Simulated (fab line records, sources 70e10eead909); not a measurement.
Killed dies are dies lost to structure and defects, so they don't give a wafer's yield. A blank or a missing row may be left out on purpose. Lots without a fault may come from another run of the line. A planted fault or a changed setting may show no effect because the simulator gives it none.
Chamber matching | flow nand_harc | NHARC_A_CONTACT_DESCUM_74 on rie_diel-11: 3 sister chambers
The step chemistry O2, time 3 s. 3 wafers are shown with their chamber, then 4 later ones without.

WAFERS WITH THEIR CHAMBER
wafer  | chamber | showerhead_plenum_p_Torr (Torr)
L087.6 | 3       | 1.87
L087.1 | 1       | 1.97
L087.2 | 0       | 1.95

WAFERS WITHOUT THEIR CHAMBER
wafer  | showerhead_plenum_p_Torr (Torr)
L088.1 | 1.95
L088.2 | 1.97
L094.4 | 1.87
L094.6 | 1.96

WHICH CHAMBER EACH WENT THROUGH
wafer  | from the rows above     | in truth
L088.1 | 0                       | 0
L088.2 | 1                       | 1
L094.4 | 3                       | 3
L094.6 | can't be placed: 0 or 1 | 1
Placed correctly: 3 of 4. Can't be placed from these rows: 1 (the true chamber is among the candidates in 1). Placed wrongly: 0.
How it was worked out, from the rows above alone: a wafer's distance from a chamber is the root of the sum, over the readings, of the square of ((its reading less the chamber's mean) divided by the reading's scatter). The wafer belongs to the nearest chamber; if the next one is less than 2 further off, it can't be placed. A chamber's mean is the mean of its shown wafers. The scatter: with one shown wafer a chamber, the root of the mean of the squares of how far each hidden wafer lies from its nearest shown one.
